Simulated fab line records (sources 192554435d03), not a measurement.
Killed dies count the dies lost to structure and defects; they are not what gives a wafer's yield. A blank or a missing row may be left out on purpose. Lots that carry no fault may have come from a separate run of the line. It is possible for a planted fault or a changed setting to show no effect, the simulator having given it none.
Matching of chambers	flow n5-finfet	N5_BEOL_M3_CO_CAP_55 on cvd-co-01 has 3 sister chambers
The step material Co, precursor CCTBA/H2, target thk 2 nm, time 102.1 s. 6 wafers are shown with their chamber, then 9 later ones without.

## WAFERS PAIRED WITH THEIR CHAMBERS
wafer	chamber	heater-power-w (W)
L650.5	1	221
L651.2	2	253
L651.3	1	222
L653.1	0	226
L653.2	2	248
L653.4	0	226

## WAFERS WITHOUT THEIR CHAMBER
wafer	heater-power-w (W)
L657.2	252
L657.3	220
L657.6	254
L658.1	216
L658.3	245
L658.4	222
L659.3	225
L659.5	220
L659.6	229

## EACH ONE'S CHAMBER
wafer	from the rows above	in truth
L657.2	2	2
L657.3	1	1
L657.6	2	2
L658.1	1	1
L658.3	2	2
L658.4	can't be placed: 1 or 0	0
L659.3	can't be placed: 0 or 1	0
L659.5	1	1
L659.6	0	0
Placed correctly: 7 of 9. These rows do not allow placing 2 (true chamber among the candidates in 2). Placed wrongly: 0.
How it was worked out, from the rows above alone: a wafer's distance from a chamber is the root of the sum, over the readings, of the square of ((its reading less the chamber's mean) divided by the reading's scatter). If the next closest chamber is less than 2 further off than the closest, the wafer can't be placed; otherwise it belongs to the closest. Each chamber's mean is taken over the wafers shown for it. The scatter: the root of (the sum of the squares of (reading less its chamber's mean) over the shown wafers, divided by (wafers less chambers)).
